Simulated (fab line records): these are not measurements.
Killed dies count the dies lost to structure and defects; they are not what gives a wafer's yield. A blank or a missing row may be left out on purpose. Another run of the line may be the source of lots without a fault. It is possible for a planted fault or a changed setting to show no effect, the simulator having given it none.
Which tool is to blame? | flow nandHarc | 12 lots, 36 wafers sampled, at 6 steps of a route of 1302

## WHAT EACH GAUGE READ, for each wafer
NHARC_P_GATE_OVL_MEAS_27. Usual: overlayXNm 0.4 nm, standard deviation 0.88; overlayYNm 0.2 nm, standard deviation 0.92.
lot  | measured     | on         | overlayXNm (nm) | overlayYNm (nm) | flag
L721 | day 5 16:06  | overlay-02 | 0.8 1.1 1.9     | 1.1 1.1 1.0     | 
L723 | day 6 14:32  | overlay-02 | 1.1 1.2 1.1     | 0.3 0.2 0.1     | 
L725 | day 7 11:22  | overlay-02 | 1.7 1.9 1.2     | -0.2 -0.2 0.2   | 
L727 | day 8 07:44  | overlay-02 | -0.7 -0.7 -0.6  | -1.4 -1.6 -0.7  | 
L733 | day 11 02:14 | overlay-01 | 1.4 2.2 1.5     | -1.4 -0.8 -1.0  | 
L734 | day 11 11:17 | overlay-02 | 0.7 0.3 1.3     | -0.5 -0.2 -0.3  | 
L735 | day 11 18:28 | overlay-01 | -0.2 0.1 0.0    | -1.0 -1.3 -0.9  | 
L736 | day 12 03:11 | overlay-02 | 0.0 1.0 0.4     | 0.0 -0.1 0.4    | 
L738 | day 13 05:04 | overlay-01 | -0.2 -0.4 0.1   | 0.5 0.1 1.0     | 
L740 | day 14 02:32 | overlay-01 | -0.2 -0.3 -0.2  | 1.1 1.3 1.2     | 
L741 | day 14 06:47 | overlay-02 | 0.5 0.9 1.3     | 2.0 1.4 2.6     | 
L742 | day 14 14:25 | overlay-02 | 1.0 0.7 0.7     | 0.5 0.5 0.2     | 

NHARC_P_GATE_CD_MEAS_59: target cd 720 nm. Usual: cdNm reads 718.7 nm (standard deviation 1.6).
lot  | measured     | on       | cdNm (nm)                           | flag
L721 | day 6 05:42  | cdSem-01 | 718.1 721.6 717.7                   | 
L723 | day 7 04:10  | cdSem-02 | 717.0 722.2 719.1                   | 
L725 | day 8 03:00  | cdSem-01 | 719.0 717.8 717.9                   | 
L727 | day 9 03:26  | cdSem-01 | 718.2 718.1 719.3                   | 
L733 | day 11 22:01 | cdSem-02 | 718.8 720.1 718.0                   | 
L734 | day 12 00:50 | cdSem-03 | 719.7 720.3 718.4                   | 
L735 | day 12 08:10 | cdSem-02 | 720.3 718.5 720.8                   | 
L736 | day 12 16:43 | cdSem-01 | 703.3 704.2 704.5 703.6 704.0 704.7 | OFF
L738 | day 13 18:43 | cdSem-03 | 703.9 705.2 701.8 703.3 705.2 701.7 | OFF
L740 | day 14 16:27 | cdSem-02 | 702.4 702.2 701.2 703.0 702.2 701.1 | OFF
L741 | day 15 05:41 | cdSem-02 | 703.5 702.0 702.7 703.4 702.3 702.9 | OFF
L742 | day 15 06:42 | cdSem-02 | 721.1 719.6 717.6                   | 

NHARC_END_SORT_01. Usual: killedAtArray 52, standard deviation 18; killedAtOther 1.2, standard deviation 1.5; killedAtPeriphery 4, standard deviation 3.2; killedDies 57, standard deviation 17; killedOpen 3.1, standard deviation 1.9; killedShort 2.5, standard deviation 1.7.
lot  | measured     | on        | killedAtArray | killedAtOther | killedAtPeriphery | killedDies | killedOpen | killedShort | flag
L736 | day 32 20:11 | prober-01 | 49 62 56      | 0 0 0         | 1 0 1             | 50 62 57   | 5 2 4      | 0 2 1       | 
L738 | day 32 11:49 | prober-01 | 80 72 83      | 2 1 4         | 4 7 6             | 86 80 93   | 1 4 4      | 3 3 4       | 
L741 | day 33 20:35 | prober-01 | 17            | 4             | 9                 | 30         | 3          | 2           | 

## TOOL THAT RAN EACH LOT (tool first, then ch and the chambers of the sampled wafers, then the start)
lot  | NHARC_P_GATE_STRIP_75               | NHARC_P_GATE_EXPOSE_56           | NHARC_P_GATE_STRIP_112
L721 | plasmaAsher-01 ch 0,1, day 6 04:47  | krfScanner-03 ch 0, day 6 05:33  | plasmaAsher-01 ch 0,1, day 6 06:14
L723 | plasmaAsher-02 ch 0,1, day 7 03:15  | krfScanner-02 ch 0, day 7 04:01  | plasmaAsher-01 ch 0,1, day 7 04:42
L725 | plasmaAsher-02 ch 0,1, day 8 02:05  | krfScanner-04 ch 0, day 8 02:51  | plasmaAsher-02 ch 0,1, day 8 03:32
L727 | plasmaAsher-01 ch 0,1, day 9 02:40  | krfScanner-03 ch 0, day 9 03:17  | plasmaAsher-02 ch 0,1, day 9 04:02
L733 | plasmaAsher-01 ch 0,1, day 11 21:05 | krfScanner-03 ch 0, day 11 21:51 | plasmaAsher-01 ch 0,1, day 11 22:32
L734 | plasmaAsher-02 ch 0,1, day 11 23:56 | krfScanner-04 ch 0, day 12 00:41 | plasmaAsher-02 ch 0,1, day 12 01:29
L735 | plasmaAsher-01 ch 0,1, day 12 07:15 | krfScanner-03 ch 0, day 12 08:01 | plasmaAsher-01 ch 0,1, day 12 08:46
L736 | plasmaAsher-01 ch 0,1, day 12 15:55 | krfScanner-03 ch 0, day 12 16:33 | plasmaAsher-01 ch 0,1, day 12 20:52
L738 | plasmaAsher-01 ch 0,1, day 13 17:49 | krfScanner-03 ch 0, day 13 18:34 | plasmaAsher-01 ch 0,1, day 13 21:43
L740 | plasmaAsher-02 ch 0,1, day 14 15:33 | krfScanner-03 ch 0, day 14 16:18 | plasmaAsher-02 ch 0,1, day 15 04:29
L741 | plasmaAsher-01 ch 0,1, day 15 04:53 | krfScanner-03 ch 0, day 15 05:32 | plasmaAsher-02 ch 0,1, day 15 14:13
L742 | plasmaAsher-02 ch 0,1, day 15 05:48 | krfScanner-04 ch 0, day 15 06:33 | plasmaAsher-02 ch 0,1, day 15 14:59
- NHARC_P_GATE_STRIP_75: strips in O2.
- NHARC_P_GATE_EXPOSE_56: exposes mask P PSD, target cd 720 nm.
- NHARC_P_GATE_STRIP_112: strips in N2/H2, time 200 s.

## AS READ BY THE TOOLS THEMSELVES (means over the sampled wafers that have a number; for cases with no such wafer, the mark the record gives instead)
NHARC_P_GATE_STRIP_75. Usual: drypumpMotorCurrentA 5.9 A, standard deviation 0.43; heaterPowerW 350 W, standard deviation 58.
lot  | tool           | drypumpMotorCurrentA (A) | heaterPowerW (W) | flag
L721 | plasmaAsher-01 | 6.1                      | 401              | 
L723 | plasmaAsher-02 | 5.4                      | 306              | 
L725 | plasmaAsher-02 | 5.4                      | 292              | 
L727 | plasmaAsher-01 | 6.1                      | 402              | 
L733 | plasmaAsher-01 | 6.2                      | 381              | 
L734 | plasmaAsher-02 | 5.4                      | 284              | 
L735 | plasmaAsher-01 | 6.2                      | 370              | 
L736 | plasmaAsher-01 | 6.1                      | 397              | 
L738 | plasmaAsher-01 | 6.2                      | 382              | 
L740 | plasmaAsher-02 | 5.4                      | 307              | 
L741 | plasmaAsher-01 | 6.1                      | 403              | 
L742 | plasmaAsher-02 | 5.4                      | 304              | 

NHARC_P_GATE_EXPOSE_56. Usual: exposureDoseMJCm2 reads 14.811 (standard deviation 0.014).
lot  | tool          | exposureDoseMJCm2 | flag
L721 | krfScanner-03 | 14.811            | 
L723 | krfScanner-02 | 14.827            | 
L725 | krfScanner-04 | 14.806            | 
L727 | krfScanner-03 | 14.830            | 
L733 | krfScanner-03 | 14.802            | 
L734 | krfScanner-04 | 14.815            | 
L735 | krfScanner-03 | 14.795            | 
L736 | krfScanner-03 | 13.470            | OFF
L738 | krfScanner-03 | 13.451            | OFF
L740 | krfScanner-03 | 13.430            | OFF
L741 | krfScanner-03 | 13.452            | OFF
L742 | krfScanner-04 | 14.815            | 

NHARC_P_GATE_STRIP_112. Usual: drypumpMotorCurrentA 5.8 A, standard deviation 0.43; heaterPowerW 94 W, standard deviation 15.
lot  | tool           | drypumpMotorCurrentA (A) | heaterPowerW (W) | flag
L721 | plasmaAsher-01 | 6.2                      | 100              | 
L723 | plasmaAsher-01 | 6.3                      | 98               | 
L725 | plasmaAsher-02 | 5.4                      | 83               | 
L727 | plasmaAsher-02 | 5.4                      | 78               | 
L733 | plasmaAsher-01 | 6.1                      | 110              | 
L734 | plasmaAsher-02 | 5.4                      | 75               | 
L735 | plasmaAsher-01 | 6.2                      | 101              | 
L736 | plasmaAsher-01 | 6.1                      | 107              | 
L738 | plasmaAsher-01 | 6.2                      | 99               | 
L740 | plasmaAsher-02 | 5.4                      | 81               | 
L741 | plasmaAsher-02 | 5.4                      | 82               | 
L742 | plasmaAsher-02 | 5.4                      | 82               | 

## THE ANSWER, worked out from the rows above alone
Rule: a lot is off if the mean of its wafers that have a number lies more than 3 standard deviations from the usual mean. A lot without any number at a reading at which 4 lots or more have one is off too. All remaining lots with rows at the step are treated as sound. After the gauges, taken in route order, come the tools' own readings; for these a lot's mean is taken, as printed above. At the first step where some lot is off, the reading lying furthest off is the one used; lots without a number count as furthest.
Off: L736, L738, L740, L741, at NHARC_P_GATE_CD_MEAS_59 (cdNm).
A tool fits if, at a process step before that reading, it ran every lot that is off, and no sound lot after the first of them. Not tried: the gauges at NHARC_P_GATE_CD_MEAS_59; whatever is off there is also off at NHARC_P_GATE_EXPOSE_56, on other tools, and gauge error can't account for it. One fits: NHARC_P_GATE_EXPOSE_56 on krfScanner-03. A fault onset in the window from L735 (day 12 08:01, its last sound lot) to L736 (day 12 16:33, its first lot off) fits.
On the lots that are off, the tool's own readings at NHARC_P_GATE_EXPOSE_56 differ by more than 5 times the standard deviation of the sound lots' means, which bears it out; exposureDoseMJCm2 reads 13.451 there versus 14.813 on the sound lots.

## WHAT THE SIMULATOR HAD PUT IN
Drift in process parameters on krfScanner-03 at NHARC_P_GATE_EXPOSE_56, starting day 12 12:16. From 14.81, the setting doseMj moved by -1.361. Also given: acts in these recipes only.
Shown lots that were struck: L736, L738, L740, L741. The rule above reached the same finding.
